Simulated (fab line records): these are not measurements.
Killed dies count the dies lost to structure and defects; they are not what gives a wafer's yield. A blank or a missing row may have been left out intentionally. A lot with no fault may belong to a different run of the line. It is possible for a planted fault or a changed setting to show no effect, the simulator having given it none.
Matching of chambers :: flow n5-finfet :: N5_BEOL_M0_STRIP_140 on rie-diel-05: 4 sister chambers
The step strips in CF4. 8 wafers are shown with their chamber, then 9 later ones without.

## EACH WAFER AND ITS CHAMBER
wafer: L082.1
chamber: 0
showerhead-plenum-p-Torr (Torr): 1.83
drypump-motor-current-A (A): 4.9

wafer: L083.5
chamber: 0
showerhead-plenum-p-Torr (Torr): 1.83
drypump-motor-current-A (A): 5.0

wafer: L088.2
chamber: 1
showerhead-plenum-p-Torr (Torr): 1.72
drypump-motor-current-A (A): 5.5

wafer: L088.5
chamber: 2
showerhead-plenum-p-Torr (Torr): 1.86
drypump-motor-current-A (A): 5.9

wafer: L088.6
chamber: 3
showerhead-plenum-p-Torr (Torr): 1.90
drypump-motor-current-A (A): 5.7

wafer: L091.1
chamber: 2
showerhead-plenum-p-Torr (Torr): 1.85
drypump-motor-current-A (A): 5.9

wafer: L091.2
chamber: 3
showerhead-plenum-p-Torr (Torr): 1.90
drypump-motor-current-A (A): 5.7

wafer: L091.3
chamber: 1
showerhead-plenum-p-Torr (Torr): 1.72
drypump-motor-current-A (A): 5.5

## WAFERS WHOSE CHAMBER IS MISSING
wafer: L091.4
showerhead-plenum-p-Torr (Torr): 1.85
drypump-motor-current-A (A): 5.9

wafer: L091.5
showerhead-plenum-p-Torr (Torr): 1.90
drypump-motor-current-A (A): 5.7

wafer: L091.6
showerhead-plenum-p-Torr (Torr): 1.72
drypump-motor-current-A (A): 5.5

wafer: L096.1
showerhead-plenum-p-Torr (Torr): 1.85
drypump-motor-current-A (A): 5.9

wafer: L096.2
showerhead-plenum-p-Torr (Torr): 1.89
drypump-motor-current-A (A): 5.7

wafer: L096.4
showerhead-plenum-p-Torr (Torr): 1.82
drypump-motor-current-A (A): 5.0

wafer: L097.4
showerhead-plenum-p-Torr (Torr): 1.82
drypump-motor-current-A (A): 5.0

wafer: L097.5
showerhead-plenum-p-Torr (Torr): 1.82
drypump-motor-current-A (A): 4.9

wafer: L097.6
showerhead-plenum-p-Torr (Torr): 1.72
drypump-motor-current-A (A): 5.5

## CHAMBER TAKEN BY EACH
wafer: L091.4
from the rows above: 2
in truth: 2

wafer: L091.5
from the rows above: 3
in truth: 3

wafer: L091.6
from the rows above: 1
in truth: 1

wafer: L096.1
from the rows above: 2
in truth: 2

wafer: L096.2
from the rows above: 3
in truth: 3

wafer: L096.4
from the rows above: 0
in truth: 0

wafer: L097.4
from the rows above: 0
in truth: 0

wafer: L097.5
from the rows above: 0
in truth: 0

wafer: L097.6
from the rows above: 1
in truth: 1
Placed correctly: 9 of 9. Number that these rows cannot place: 0. Number placed wrongly: 0.
How it was worked out, from the rows above alone: a wafer's distance from a chamber is the root of the sum, over the readings, of the square of ((its reading less the chamber's mean) divided by the reading's scatter). The wafer belongs to the nearest chamber; if the next one is less than 2 further off, it can't be placed. The mean given for a chamber averages the wafers shown for that chamber. The scatter: take each reading less its chamber's mean, square it, sum over the shown wafers, divide by the number of wafers less the number of chambers, and take the root.
